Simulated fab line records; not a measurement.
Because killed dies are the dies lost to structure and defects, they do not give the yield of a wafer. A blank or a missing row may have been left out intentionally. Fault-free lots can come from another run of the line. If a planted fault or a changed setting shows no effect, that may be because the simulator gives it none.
Matching of chambers	flow n5-finfet	4 sister chambers for N5_BEOL_M3_ETCHBACK_99 on rie-diel-02
The step etches SiO2 in CHF3, target depth 5 nm, time 10.4 s. 4 wafers are shown with their chamber, then 7 later ones without.

## WAFERS, EACH WITH ITS CHAMBER
wafer	chamber	drypump-motor-current-A (A)
L081.3	1	5.8
L083.5	2	5.7
L086.2	0	5.3
L086.3	3	5.5

## WAFERS WITH NO CHAMBER GIVEN
wafer	drypump-motor-current-A (A)
L086.6	5.6
L094.1	5.9
L094.2	5.5
L094.4	5.3
L096.1	5.8
L096.3	5.7
L096.5	5.3

## WHICH CHAMBER EACH WENT THROUGH
wafer	from the rows above	in truth
L086.6	can't be placed: 3 or 2 or 1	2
L094.1	can't be placed: 1 or 2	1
L094.2	3	3
L094.4	0	0
L096.1	can't be placed: 1 or 2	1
L096.3	can't be placed: 2 or 1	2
L096.5	0	0
Placed correctly: 3 of 7. Not placeable from these rows: 4 (in 4, the candidates include the true chamber). Placed wrongly: 0.
How it was worked out, from the rows above alone: a wafer's distance from a chamber is the root of the sum, over the readings, of the square of ((its reading less the chamber's mean) divided by the reading's scatter). If the next closest chamber is less than 2 further off than the closest, the wafer can't be placed; otherwise it belongs to the closest. Each chamber's mean is taken over the wafers shown for it. The scatter: with one shown wafer a chamber, the root of the mean of the squares of how far each hidden wafer lies from its nearest shown one.
